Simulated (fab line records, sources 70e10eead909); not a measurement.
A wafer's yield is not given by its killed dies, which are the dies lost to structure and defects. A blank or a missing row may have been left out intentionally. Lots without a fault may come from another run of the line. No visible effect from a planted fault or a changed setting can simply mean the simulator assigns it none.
The tool behind it: which one?	flow nand_harc	Sampling: 24 lots, 72 wafers, 6 of 1302 route steps

== WHAT THE GAUGES SHOWED, per wafer ==
The record holds no reading of a measuring or inspecting step that can be judged against a usual standard deviation.

== TOOL THAT RAN EACH LOT (tool first, then ch and the chambers of the sampled wafers, then the start) ==
lot	NHARC_A_CONTACT_DEP_57	NHARC_A_CONTACT_ETCH_124	NHARC_A_CONTACT_ETCH_125	NHARC_A_CONTACT_ETCH_127	NHARC_A_CONTACT_ETCH_129	NHARC_A_CONTACT_DEP_85
L074	acl_dep-01 ch 0, day 21 11:29	har_cap_etch-02 ch 0,1, day 21 16:10	har_cap_etch-02 ch 0,1, day 21 16:21	har_cap_etch-02 ch 0,1, day 21 16:42	har_cap_etch-02 ch 0,1, day 21 17:04	pecvd-02 ch 0,2, day 21 22:00
L075	acl_dep-03 ch 0, day 21 22:22	har_cap_etch-03 ch 0,1, day 22 04:07	har_cap_etch-03 ch 0,1, day 22 04:19	har_cap_etch-03 ch 0,1, day 22 04:40	har_cap_etch-03 ch 0,1, day 22 05:01	pecvd-02 ch 1,2, day 22 10:46
L076	acl_dep-02 ch 0, day 22 07:40	har_cap_etch-02 ch 0,1, day 22 13:19	har_cap_etch-02 ch 0,1, day 22 13:30	har_cap_etch-02 ch 0,1, day 22 13:52	har_cap_etch-02 ch 0,1, day 22 14:13	pecvd-04 ch 0,1, day 22 19:31
L077	acl_dep-02 ch 0, day 22 13:18	har_cap_etch-03 ch 1, day 22 18:19	har_cap_etch-03 ch 1, day 22 18:31	har_cap_etch-03 ch 1, day 22 18:52	har_cap_etch-03 ch 1, day 22 19:13	pecvd-03 ch 0,2, day 23 00:17
L078	acl_dep-01 ch 0, day 22 15:04	har_cap_etch-01 ch 0,1, day 22 20:16	har_cap_etch-01 ch 0,1, day 22 20:28	har_cap_etch-01 ch 0,1, day 22 20:49	har_cap_etch-01 ch 0,1, day 22 21:10	pecvd-03 ch 0,2, day 23 01:34
L079	acl_dep-03 ch 0, day 23 14:05	har_cap_etch-03 ch 0,1, day 23 19:49	har_cap_etch-03 ch 0,1, day 23 20:01	har_cap_etch-03 ch 0,1, day 23 20:22	har_cap_etch-03 ch 0,1, day 23 20:43	pecvd-02 ch 0,1,2, day 24 03:37
L081	acl_dep-03 ch 0, day 24 13:13	har_cap_etch-01 ch 0,1, day 24 17:13	har_cap_etch-01 ch 0,1, day 24 17:24	har_cap_etch-01 ch 0,1, day 24 17:46	har_cap_etch-01 ch 0,1, day 24 18:07	pecvd-04 ch 0,1,2, day 24 22:40
L080	acl_dep-02 ch 0, day 24 13:22	har_cap_etch-03 ch 0,1, day 24 18:35	har_cap_etch-03 ch 0,1, day 24 18:47	har_cap_etch-03 ch 0,1, day 24 19:08	har_cap_etch-03 ch 0,1, day 24 19:29	pecvd-04 ch 1,2, day 25 00:04
L082	acl_dep-02 ch 0, day 25 03:30	har_cap_etch-02 ch 0,1, day 25 08:39	har_cap_etch-02 ch 0,1, day 25 08:55	har_cap_etch-02 ch 0,1, day 25 09:23	har_cap_etch-02 ch 0,1, day 25 09:51	pecvd-03 ch 0,1, day 25 14:50
L084	acl_dep-02 ch 0, day 25 20:17	har_cap_etch-02 ch 0,1, day 26 01:26	har_cap_etch-02 ch 0,1, day 26 01:38	har_cap_etch-02 ch 0,1, day 26 01:59	har_cap_etch-02 ch 0,1, day 26 02:20	pecvd-04 ch 1,2, day 26 09:50
L083	acl_dep-03 ch 0, day 26 00:43	har_cap_etch-02 ch 0,1, day 26 06:20	har_cap_etch-02 ch 0,1, day 26 06:32	har_cap_etch-02 ch 0,1, day 26 06:53	har_cap_etch-02 ch 0,1, day 26 07:14	pecvd-02 ch 0,2, day 26 16:41
L085	acl_dep-02 ch 0, day 26 02:40	har_cap_etch-03 ch 1, day 26 08:17	har_cap_etch-03 ch 1, day 26 08:29	har_cap_etch-03 ch 1, day 26 08:50	har_cap_etch-03 ch 1, day 26 09:12	pecvd-02 ch 0,1,2, day 26 18:23
L087	acl_dep-01 ch 0, day 26 11:43	har_cap_etch-02 ch 0,1, day 26 17:17	har_cap_etch-02 ch 0,1, day 26 17:28	har_cap_etch-02 ch 0,1, day 26 17:50	har_cap_etch-02 ch 0,1, day 26 18:11	pecvd-02 ch 0,1, day 27 00:27
L086	acl_dep-03 ch 0, day 26 13:57	har_cap_etch-01 ch 0,1, day 26 19:56	har_cap_etch-01 ch 0,1, day 26 20:07	har_cap_etch-01 ch 0,1, day 26 20:29	har_cap_etch-01 ch 0,1, day 26 20:50	pecvd-04 ch 0,1,2, day 27 02:09
L089	acl_dep-03 ch 0, day 27 06:52	har_cap_etch-03 ch 0,1, day 27 12:24	har_cap_etch-03 ch 0,1, day 27 12:36	har_cap_etch-03 ch 0,1, day 27 12:57	har_cap_etch-03 ch 0,1, day 27 13:19	pecvd-02 ch 0,1,2, day 27 18:46
L088	acl_dep-03 ch 0, day 27 11:09	har_cap_etch-02 ch 0,1, day 27 15:52	har_cap_etch-02 ch 0,1, day 27 16:04	har_cap_etch-02 ch 0,1, day 27 16:25	har_cap_etch-02 ch 0,1, day 27 16:46	pecvd-03 ch 1,2, day 27 21:25
L090	acl_dep-03 ch 0, day 28 07:50	har_cap_etch-03 ch 0,1, day 28 13:28	har_cap_etch-03 ch 0,1, day 28 13:40	har_cap_etch-03 ch 0,1, day 28 14:01	har_cap_etch-03 ch 0,1, day 28 14:22	pecvd-03 ch 0,1, day 28 18:58
L091	acl_dep-02 ch 0, day 28 09:28	har_cap_etch-02 ch 0,1, day 28 15:02	har_cap_etch-02 ch 0,1, day 28 15:15	har_cap_etch-02 ch 0,1, day 28 15:36	har_cap_etch-02 ch 0,1, day 28 15:57	pecvd-02 ch 0,1,2, day 28 20:54
L093	acl_dep-03 ch 0, day 29 13:46	har_cap_etch-02 ch 0,1, day 29 19:48	har_cap_etch-02 ch 0,1, day 29 19:59	har_cap_etch-02 ch 0,1, day 29 20:21	har_cap_etch-02 ch 0,1, day 29 20:43	pecvd-04 ch 0,1,2, day 30 02:58
L094	acl_dep-03 ch 0, day 29 18:58	har_cap_etch-01 ch 0,1, day 29 23:32	har_cap_etch-01 ch 0,1, day 29 23:44	har_cap_etch-01 ch 0,1, day 30 00:05	har_cap_etch-01 ch 0,1, day 30 00:26	pecvd-02 ch 0,1,2, day 30 05:20
L092	acl_dep-02 ch 0, day 29 19:45	har_cap_etch-03 ch 1, day 30 00:58	har_cap_etch-03 ch 1, day 30 01:14	har_cap_etch-03 ch 1, day 30 01:43	har_cap_etch-03 ch 1, day 30 02:11	pecvd-03 ch 0,1,2, day 30 07:10
L095	acl_dep-03 ch 0, day 30 09:27	har_cap_etch-03 ch 0,1, day 30 14:38	har_cap_etch-03 ch 0,1, day 30 14:54	har_cap_etch-03 ch 0,1, day 30 15:22	har_cap_etch-03 ch 0,1, day 30 15:51	pecvd-02 ch 0,1,2, day 30 22:45
L096	acl_dep-01 ch 0, day 30 12:35	har_cap_etch-02 ch 0,1, day 30 18:16	har_cap_etch-02 ch 0,1, day 30 18:28	har_cap_etch-02 ch 0,1, day 30 18:49	har_cap_etch-02 ch 0,1, day 30 19:10	pecvd-02 ch 0,1, day 31 00:11
L097	acl_dep-02 ch 0, day 31 01:45	har_cap_etch-03 ch 0,1, day 31 06:16	har_cap_etch-03 ch 0,1, day 31 06:31	har_cap_etch-03 ch 0,1, day 31 06:59	har_cap_etch-03 ch 0,1, day 31 07:27	pecvd-02 ch 0,1,2, day 31 12:38
- NHARC_A_CONTACT_DEP_57: deposits aC, target thk 5300 nm.
- NHARC_A_CONTACT_ETCH_124: etches the open film in C4F8/O2/Ar, time 140 s, target depth 700 nm.
- NHARC_A_CONTACT_ETCH_125: etches the open film in C4F8/O2/Ar, time 197 s, target depth 1918 nm.
- NHARC_A_CONTACT_ETCH_127: etches the open film in C4F8/O2/Ar, time 197 s, target depth 1918 nm.
- NHARC_A_CONTACT_ETCH_129: etches the open film in C4F8/O2/Ar, time 197 s, target depth 1918 nm.
- NHARC_A_CONTACT_DEP_85: deposits SiON, target thk 60 nm.

== AS READ BY THE TOOLS THEMSELVES (means over the sampled wafers that have a number; for cases with no such wafer, the mark the record gives instead) ==
NHARC_A_CONTACT_DEP_57. Usual: throttle_valve_pct 35.000 %, standard deviation 0.009.
lot	tool	throttle_valve_pct (%)	flag
L074	acl_dep-01	34.992	
L075	acl_dep-03	35.001	
L076	acl_dep-02	34.996	
L077	acl_dep-02	34.999	
L078	acl_dep-01	35.001	
L079	acl_dep-03	35.002	
L081	acl_dep-03	34.999	
L080	acl_dep-02	34.998	
L082	acl_dep-02	34.997	
L084	acl_dep-02	35.010	
L083	acl_dep-03	35.001	
L085	acl_dep-02	34.995	
L087	acl_dep-01	35.002	
L086	acl_dep-03	34.995	
L089	acl_dep-03	35.005	
L088	acl_dep-03	34.992	
L090	acl_dep-03	34.997	
L091	acl_dep-02	34.996	
L093	acl_dep-03	34.999	
L094	acl_dep-03	35.000	
L092	acl_dep-02	34.994	
L095	acl_dep-03	35.005	
L096	acl_dep-01	35.005	
L097	acl_dep-02	35.005	

NHARC_A_CONTACT_DEP_85. Usual: heater_power_outer_w 471 W, standard deviation 66; heater_power_w 751 W, standard deviation 85.
lot	tool	heater_power_outer_w (W)	heater_power_w (W)	flag
L074	pecvd-02	430	683	
L075	pecvd-02	585	865	
L076	pecvd-04	452	729	
L077	pecvd-03	479	794	
L078	pecvd-03	420	715	
L079	pecvd-02	464	714	
L081	pecvd-04	452	739	
L080	pecvd-04	426	716	
L082	pecvd-03	498	830	
L084	pecvd-04	439	746	
L083	pecvd-02	473	739	
L085	pecvd-02	500	746	
L087	pecvd-02	504	742	
L086	pecvd-04	466	770	
L089	pecvd-02	450	689	
L088	pecvd-03	412	723	
L090	pecvd-03	506	858	
L091	pecvd-02	504	763	
L093	pecvd-04	438	726	
L094	pecvd-02	518	767	
L092	pecvd-03	477	794	
L095	pecvd-02	486	758	
L096	pecvd-02	460	696	
L097	pecvd-02	485	731	

== THE ANSWER, worked out from the rows above alone ==
Rule: a lot is off if the mean of its wafers that have a number lies more than 3 standard deviations from the usual mean. Also off: a lot with no number at a reading for which 4 or more lots have one. The other lots that the step has rows for count as sound. After the gauges, taken in route order, come the tools' own readings; for these a lot's mean is taken, as printed above. The first step at which some lot is off is used, and at that step the reading that is off furthest; a lot without a number counts as furthest.
Nothing can be told from this: no lot is off at any reading shown.

== WHAT THE SIMULATOR PUT IN ==
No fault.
